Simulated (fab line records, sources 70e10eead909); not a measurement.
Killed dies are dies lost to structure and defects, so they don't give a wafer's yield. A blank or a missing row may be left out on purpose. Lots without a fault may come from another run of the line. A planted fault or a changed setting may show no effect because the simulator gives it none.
Which tool did it? | flow nand_harc | 12 lots, 36 wafers sampled, at 5 steps of a route of 1302

WHAT THE GAUGES READ, wafer by wafer
NHARC_END_SORT_01. Usual: killed_at_array 63, standard deviation 18; killed_at_other 1.1, standard deviation 1.3; killed_at_periphery 4.3, standard deviation 2.8; killed_dies 68, standard deviation 18; killed_open 3.3, standard deviation 2; killed_short 2.4, standard deviation 1.6.
lot  | measured     | on        | killed_at_array | killed_at_other | killed_at_periphery | killed_dies | killed_open | killed_short | flag
L741 | day 32 08:30 | prober-02 | 85 183 75       | 0 0 1           | 1 4 4               | 86 187 80   | 2 3 2       | 5 3 4        |
L743 | day 33 07:53 | prober-01 | 69 68 172       | 0 0 0           | 1 2 0               | 70 70 172   | 6 2 2       | 2 1 0        |

WHICH TOOL RAN EACH LOT (tool, then ch and the chambers of the sampled wafers, then the start)
lot  | NHARC_A_CHANNEL_FILL_D1_ETCHBACK_20 | NHARC_THIN_TSV_DESCUM_14           | NHARC_THIN_TSV_ETCH_44             | NHARC_THIN_TSV_DEP_47
L725 | rie_diel-05 ch 0,1, day 10 03:50    | rie_diel-09 ch 0,3, day 24 11:28   | rie_diel-09 ch 0,2, day 24 11:37   | pecvd-01 ch 1,2, day 24 13:10
L726 | rie_diel-09 ch 0,1,3, day 10 19:25  | rie_diel-05 ch 0,3, day 24 12:37   | rie_diel-05 ch 0,1,2, day 24 12:49 | pecvd-03 ch 0,1,2, day 24 14:16
L727 | rie_diel-05 ch 0,2,3, day 11 10:47  | rie_diel-09 ch 0,1,2, day 25 01:40 | rie_diel-09 ch 0,1,3, day 25 01:49 | pecvd-02 ch 1,2, day 25 03:20
L729 | rie_diel-09 ch 0,1,3, day 11 16:00  | rie_diel-05 ch 0,3, day 25 02:54   | rie_diel-05 ch 0,3, day 25 03:02   | pecvd-02 ch 0,1, day 25 04:37
L730 | rie_diel-13 ch 0,2, day 12 13:48    | rie_diel-09 ch 2,3, day 30 08:12   | rie_diel-09 ch 0,1,3, day 30 08:17 | pecvd-03 ch 0,1,2, day 30 09:52
L731 | rie_diel-05 ch 0,1,3, day 12 13:49  | rie_diel-09 ch 1,2,3, day 30 06:50 | rie_diel-09 ch 0,2,3, day 30 06:58 | pecvd-01 ch 1,2, day 30 08:49
L732 | rie_diel-05 ch 0,1, day 13 08:23    | rie_diel-09 ch 1,2, day 30 09:23   | rie_diel-09 ch 0,2,3, day 30 09:32 | pecvd-01 ch 0,1, day 30 11:07
L733 | rie_diel-05 ch 1,2,3, day 13 17:57  | rie_diel-09 ch 0,1,2, day 30 11:47 | rie_diel-09 ch 0,1,2, day 30 11:52 | pecvd-01 ch 0,2, day 30 13:28
L739 | rie_diel-09 ch 1,2, day 15 21:02    | rie_diel-05 ch 0,3, day 30 20:13   | rie_diel-05 ch 2,3, day 30 20:18   | pecvd-01 ch 0,1, day 30 21:54
L741 | rie_diel-05 ch 2,3, day 16 15:13    | rie_diel-09 ch 1,3, day 30 17:49   | rie_diel-09 ch 1,2, day 30 17:58   | pecvd-01 ch 0,2, day 30 19:30
L743 | rie_diel-05 ch 1,2,3, day 17 19:59  | rie_diel-09 ch 1,2,3, day 32 03:19 | rie_diel-09 ch 0,2,3, day 32 03:30 | pecvd-03 ch 0,2, day 32 05:07
L746 | rie_diel-09 ch 0,1,2, day 19 02:56  | rie_diel-09 ch 1,2,3, day 33 02:27 | rie_diel-09 ch 1,2,3, day 33 02:45 | pecvd-01 ch 0,1,2, day 33 04:25
- NHARC_A_CHANNEL_FILL_D1_ETCHBACK_20: etches the open film in C4F8/O2/Ar, target depth 27 nm, time 13.5 s.
- NHARC_THIN_TSV_DESCUM_14: chemistry O2, time 3 s.
- NHARC_THIN_TSV_ETCH_44: etches the open film in CF4/O2, target depth 1594.2 nm, time 797.1 s.
- NHARC_THIN_TSV_DEP_47: deposits SiO2, target thk 200 nm.

WHAT THE TOOLS THEMSELVES READ (means of the sampled wafers that have a number; where no wafer has one, the mark that the record gives instead)
NHARC_A_CHANNEL_FILL_D1_ETCHBACK_20. Usual: oes_product_au 0.96 a.u., standard deviation 0.036; rf_vpp_V 977 V, standard deviation 6.3.
lot  | tool        | oes_product_au (a.u.) | rf_vpp_V (V) | flag
L725 | rie_diel-05 | 0.93                  | 975          |
L726 | rie_diel-09 | 1.00                  | 973          |
L727 | rie_diel-05 | 0.99                  | 981          |
L729 | rie_diel-09 | 1.00                  | 973          |
L730 | rie_diel-13 | 0.93                  | 973          |
L731 | rie_diel-05 | 0.99                  | 978          |
L732 | rie_diel-05 | 1.00                  | 976          |
L733 | rie_diel-05 | 0.99                  | 975          |
L739 | rie_diel-09 | 0.95                  | 971          |
L741 | rie_diel-05 | 0.92                  | 977          |
L743 | rie_diel-05 | 0.99                  | 975          |
L746 | rie_diel-09 | 0.92                  | 972          |

NHARC_THIN_TSV_DESCUM_14. Usual: drypump_motor_current_A 5.5 A, standard deviation 0.31; oes_product_au 0.997 a.u., standard deviation 0.007; rf_vpp_V 57.6 V, standard deviation 0.89; showerhead_plenum_p_Torr 1.85 Torr, standard deviation 0.081; throttle_valve_pct 11.310 %, standard deviation 0.0086.
lot  | tool        | drypump_motor_current_A (A) | oes_product_au (a.u.) | rf_vpp_V (V) | showerhead_plenum_p_Torr (Torr) | throttle_valve_pct (%) | flag
L725 | rie_diel-09 | 5.9                         | 1.000                 | 57.6         | 1.83                            | 11.312                 |
L726 | rie_diel-05 | 5.2                         | 0.999                 | 58.5         | 1.93                            | 11.310                 |
L727 | rie_diel-09 | 5.6                         | 0.988                 | 57.5         | 1.83                            | 11.310                 |
L729 | rie_diel-05 | 5.3                         | 0.994                 | 57.3         | 1.93                            | 11.315                 |
L730 | rie_diel-09 | 5.7                         | 0.985                 | 57.6         | 1.78                            | 11.302                 |
L731 | rie_diel-09 | 5.6                         | 0.996                 | 57.0         | 1.79                            | 11.306                 |
L732 | rie_diel-09 | 5.5                         | 1.001                 | 57.7         | 1.80                            | 11.323                 |
L733 | rie_diel-09 | 5.6                         | 0.988                 | 58.0         | 1.83                            | 11.312                 |
L739 | rie_diel-05 | 5.1                         | 0.992                 | 58.9         | 1.98                            | 11.315                 |
L741 | rie_diel-09 | 5.7                         | 0.997                 | 57.8         | 1.81                            | 11.310                 |
L743 | rie_diel-09 | 5.7                         | 1.001                 | 57.0         | 1.79                            | 11.307                 |
L746 | rie_diel-09 | 5.7                         | 0.999                 | 57.2         | 1.79                            | 11.308                 |

NHARC_THIN_TSV_ETCH_44. Usual: drypump_motor_current_A 5.53 A, standard deviation 0.29; oes_product_au 0.998 a.u., standard deviation 0.0069; rf_vpp_V 791 V, standard deviation 4.7; showerhead_plenum_p_Torr 1.78 Torr, standard deviation 0.071; throttle_valve_pct 16.915 %, standard deviation 0.01.
lot  | tool        | drypump_motor_current_A (A) | oes_product_au (a.u.) | rf_vpp_V (V) | showerhead_plenum_p_Torr (Torr) | throttle_valve_pct (%) | flag
L725 | rie_diel-09 | 5.51                        | 0.987                 | 788          | 1.75                            | 16.916                 |
L726 | rie_diel-05 | 5.24                        | 0.997                 | 795          | 1.84                            | 16.907                 |
L727 | rie_diel-09 | 5.71                        | 0.998                 | 790          | 1.76                            | 16.916                 |
L729 | rie_diel-05 | 5.11                        | 0.995                 | 799          | 1.90                            | 16.913                 |
L730 | rie_diel-09 | 5.69                        | 0.999                 | 790          | 1.76                            | 16.922                 |
L731 | rie_diel-09 | 5.69                        | 1.002                 | 789          | 1.75                            | 16.923                 |
L732 | rie_diel-09 | 5.70                        | 0.998                 | 790          | 1.75                            | 16.913                 |
L733 | rie_diel-09 | 5.52                        | 0.998                 | 789          | 1.76                            | 16.920                 |
L739 | rie_diel-05 | 5.42                        | 1.004                 | 793          | 1.82                            | 16.914                 |
L741 | rie_diel-09 | 5.49                        | 0.993                 | 788          | 1.74                            | 16.909                 |
L743 | rie_diel-09 | 5.72                        | 1.003                 | 789          | 1.75                            | 16.926                 |
L746 | rie_diel-09 | 5.66                        | 0.990                 | 787          | 1.72                            | 16.904                 |

NHARC_THIN_TSV_DEP_47. Usual: chamber_pressure_Torr 6.500 Torr, standard deviation 0.014; throttle_valve_pct 15.8 %, standard deviation 0.61.
lot  | tool     | chamber_pressure_Torr (Torr) | throttle_valve_pct (%) | flag
L725 | pecvd-01 | 6.495                        | 16.0                   |
L726 | pecvd-03 | 6.494                        | 14.8                   |
L727 | pecvd-02 | 6.490                        | 16.1                   |
L729 | pecvd-02 | 6.495                        | 15.9                   |
L730 | pecvd-03 | 6.505                        | 15.2                   |
L731 | pecvd-01 | 6.505                        | 16.2                   |
L732 | pecvd-01 | 6.486                        | 16.3                   |
L733 | pecvd-01 | 6.512                        | 16.3                   |
L739 | pecvd-01 | 6.497                        | 16.4                   |
L741 | pecvd-01 | 6.495                        | 16.2                   |
L743 | pecvd-03 | 6.505                        | 15.3                   |
L746 | pecvd-01 | 6.517                        | 16.4                   |

THE ANSWER, worked out from the rows above alone
Rule: a lot is off if the mean of its wafers that have a number lies more than 3 standard deviations from the usual mean. A lot without any number at a reading at which 4 lots or more have one is off too. The other lots that the step has rows for count as sound. The gauges are gone through in route order, then the tools' own readings, and for those a lot's mean is taken as printed above. The first step at which some lot is off is used, and at that step the reading that is off furthest; a lot without a number counts as furthest.
No lot is off at any reading shown: from this, nothing can be told.

WHAT THE SIMULATOR HAD PUT IN
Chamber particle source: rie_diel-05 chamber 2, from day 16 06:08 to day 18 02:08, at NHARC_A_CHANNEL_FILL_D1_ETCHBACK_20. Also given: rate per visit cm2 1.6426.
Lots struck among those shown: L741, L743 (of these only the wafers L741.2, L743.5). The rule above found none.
